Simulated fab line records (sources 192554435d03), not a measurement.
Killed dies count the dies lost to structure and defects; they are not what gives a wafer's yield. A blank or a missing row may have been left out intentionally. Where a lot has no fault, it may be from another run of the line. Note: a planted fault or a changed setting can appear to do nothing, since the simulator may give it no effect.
Problem report, 8D (eight disciplines) form, completed by code	flow n5_finfet	the parts of the form that need people (team, actions taken, sign-off) are left out

1. WHAT IS WRONG
Mean of etch_rf_on_time_s at N5_FIN_SAQP_ETCH_57: 67.6 s across 3 wafers in 3 lots; on wafers with no fault it is 46.2 s (standard deviation 0.77). Relative to the usual mean, that is a shift of +28 standard deviations.
The step: etches SiNx in CH3F/O2, target depth 32.5 nm, time 46.4 s.
Seen first at day 3 00:19 on rie_diel-02, wafer L974.2. At this step, 27 wafers from 10 lots have a number in the record. Rule for "out", or "out of limits": more than 4 standard deviations from the usual mean. All remaining wafers that have a number are taken as sound.

2. WHAT IT IS, WHAT IT ISN'T
question	is	is not
which readings at this step	etch_rf_on_time_s	drypump_motor_current_A, oes_ar_750_au, oes_f_703_au, oes_o_777_au, rf_vpp_V, showerhead_plenum_p_Torr, throttle_valve_pct
which lots	L974, L975, L976	L972, L983, L986, L987, L988, L989, L992
which wafers of those lots	L974.2, L975.3, L976.2	L974.1, L975.1, L976.6
read on which tools	rie_diel-02	rie_diel-01, rie_diel-06
when	from day 3 00:19	up to then (4 sound wafers); but 20 sound wafers of L975, L976, L983, L986, L987, L988, L989, L992 came after

3. THE SUSPECTS, EACH WITH WHAT RULES IT OUT
Counting: if a tool at a process step up to the reading ran every lot that is out, it stays a suspect. Sound lots after the first of them don't rule it out here, since some wafers of a struck lot are sound.
- rie_diel-02 at N5_FIN_SAQP_ETCH_57 (etches SiNx in CH3F/O2, target depth 32.5 nm, time 46.4 s): kept. It processed each lot that is out (first: L974, day 3 00:19); up to then, its last sound lot is L972 (day 2 12:22). Its own etch_rf_on_time_s readings are out on those wafers.
The count leaves rie_diel-02 at N5_FIN_SAQP_ETCH_57.

4. THE CAUSE (what the simulator had put in)
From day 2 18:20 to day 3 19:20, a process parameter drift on rie_diel-02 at N5_FIN_SAQP_ETCH_57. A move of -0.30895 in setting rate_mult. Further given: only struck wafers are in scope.
After counting, this tool was the only one left.

5. THE CHAIN OF EFFECTS, in route order
Each row: a reading where the mean over the struck wafers with a number is more than 3 standard deviations away from the usual. Only readings whose record carries a usual standard deviation are examined. hours: median over the lots of the time between each lot's start at the first step of this table that gives one and its start at this step. sigmas: the change, counted in usual standard deviations.
hours	step	reading	usual	on struck wafers	change	sigmas
0	N5_FIN_SAQP_ETCH_57	etch_rf_on_time_s	46.2 s	67.6	+21.4	+28
Its process steps:
- N5_FIN_SAQP_ETCH_57: etches SiNx in CH3F/O2, target depth 32.5 nm, time 46.4 s.
Later steps that measure or inspect, where all struck wafers having a row at the step show a number for every such reading and not one has moved that far: N5_BEOL_M4_RC_MEAS_101.

6. WHAT WOULD HAVE CAUGHT IT SOONER
The fault began at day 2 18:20; the first out-of-limits reading in this record came at day 3 00:19, 6 hours later.
